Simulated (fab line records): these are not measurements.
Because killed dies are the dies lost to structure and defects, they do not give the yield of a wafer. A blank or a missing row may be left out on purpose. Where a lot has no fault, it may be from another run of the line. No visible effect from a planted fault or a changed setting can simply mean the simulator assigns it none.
Chamber matching    flow nand_harc    NHARC_A_M0_ETCH_34 on rie_diel-04: 4 sister chambers
The step etches the open film in N2/H2, target depth 40 nm, overetch 12 nm, time 43.94 s. 8 wafers are shown with their chamber, then 7 later ones without.

EACH WAFER AND ITS CHAMBER
wafer   chamber  showerhead_plenum_p_Torr (Torr)  drypump_motor_current_A (A)
L077.6  1        2.00                             6.2
L078.1  0        1.93                             5.8
L078.5  1        2.01                             6.2
L081.6  0        1.93                             5.9
L084.3  2        2.10                             5.6
L084.6  3        2.12                             5.1
L087.2  3        2.12                             5.2
L087.5  2        2.10                             5.7

WAFERS WITH NO CHAMBER GIVEN
wafer   showerhead_plenum_p_Torr (Torr)  drypump_motor_current_A (A)
L087.6  2.12                             5.2
L092.2  1.93                             5.8
L092.4  2.10                             5.7
L092.5  2.10                             5.7
L094.1  2.00                             6.2
L094.2  2.12                             5.1
L094.4  2.10                             5.6

THE CHAMBER EACH PASSED THROUGH
wafer   from the rows above  in truth
L087.6  3                    3
L092.2  0                    0
L092.4  2                    2
L092.5  2                    2
L094.1  1                    1
L094.2  3                    3
L094.4  2                    2
7 of 7 placed correctly. From these rows, 0 cannot be placed. Number placed wrongly: 0.
How it was worked out, from the rows above alone: a wafer's distance from a chamber is the root of the sum, over the readings, of the square of ((its reading less the chamber's mean) divided by the reading's scatter). If the next closest chamber is less than 2 further off than the closest, the wafer can't be placed; otherwise it belongs to the closest. Each chamber's mean is taken over the wafers shown for it. The scatter is the square root of a quotient: the sum, over the shown wafers, of each reading's squared deviation from its chamber's mean, divided by wafers minus chambers.
